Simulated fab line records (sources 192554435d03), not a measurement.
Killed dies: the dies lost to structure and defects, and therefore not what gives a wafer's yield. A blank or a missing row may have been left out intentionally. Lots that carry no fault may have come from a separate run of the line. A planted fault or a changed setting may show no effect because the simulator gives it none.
Matching of chambers    flow n5Finfet    N5_BEOL_M6_STRIP_36 on rieDiel-05: 4 sister chambers
The step strips in N2/H2. 20 wafers are shown with their chamber, then 10 later ones without.

## EACH WAFER AND ITS CHAMBER
wafer   chamber  drypumpMotorCurrentA (A)  showerheadPlenumPTorr (Torr)  throttleValvePct (%)
L076.2  2        5.1                       2.42                          23.24
L076.4  3        5.9                       2.42                          23.71
L076.6  0        5.6                       2.50                          23.83
L077.2  0        5.7                       2.50                          23.84
L077.4  1        5.2                       2.46                          23.62
L077.6  1        5.2                       2.46                          23.63
L079.1  3        5.9                       2.42                          23.71
L079.3  0        5.7                       2.50                          23.85
L079.5  2        5.1                       2.41                          23.30
L087.1  3        5.9                       2.41                          23.76
L087.2  1        5.2                       2.45                          23.67
L087.3  2        5.1                       2.40                          23.27
L087.4  0        5.6                       2.50                          23.60
L087.5  2        5.1                       2.40                          23.32
L087.6  3        5.9                       2.41                          23.71
L085.4  3        5.9                       2.41                          23.74
L085.5  3        5.9                       2.41                          23.75
L085.6  0        5.6                       2.49                          23.61
L088.2  0        5.6                       2.49                          23.59
L088.3  1        5.2                       2.45                          23.65

SIGNATURES (means of the wafers above)
reading                chamber 0  chamber 1  chamber 2  chamber 3  scatter within a chamber
drypumpMotorCurrentA   5.633      5.200      5.100      5.900      0.0289
showerheadPlenumPTorr  2.4967     2.4550     2.4075     2.4133     0.00633
throttleValvePct       23.7200    23.6425    23.2825    23.7300    0.0769
Rule: for each reading, subtract the chamber's mean from the wafer's reading, divide by that reading's scatter and square the result; add these up over the readings and take the root, which gives the wafer's distance from the chamber. If the next closest chamber is less than 2 further off than the closest, the wafer can't be placed; otherwise it belongs to the closest. The scatter: take each reading less its chamber's mean, square it, sum over the shown wafers, divide by the number of wafers less the number of chambers, and take the root.

## WAFERS WITHOUT THEIR CHAMBER
wafer   drypumpMotorCurrentA (A)  showerheadPlenumPTorr (Torr)  throttleValvePct (%)
L088.6  5.1                       2.40                          23.28
L093.1  5.1                       2.40                          23.31
L093.3  5.9                       2.40                          23.74
L093.5  5.6                       2.49                          23.62
L096.1  5.6                       2.49                          23.65
L096.2  5.2                       2.44                          23.70
L096.3  5.1                       2.40                          23.35
L096.4  5.9                       2.40                          23.74
L096.5  5.9                       2.40                          23.76
L096.6  5.1                       2.40                          23.33

## THE CHAMBER EACH PASSED THROUGH
wafer   from the rows above  in truth
L088.6  2                    2
L093.1  2                    2
L093.3  3                    3
L093.5  0                    0
L096.1  0                    0
L096.2  1                    1
L096.3  2                    2
L096.4  3                    3
L096.5  3                    3
L096.6  2                    2
Correct placement for 10 of the 10. Can't be placed from these rows: 0. Number placed wrongly: 0.
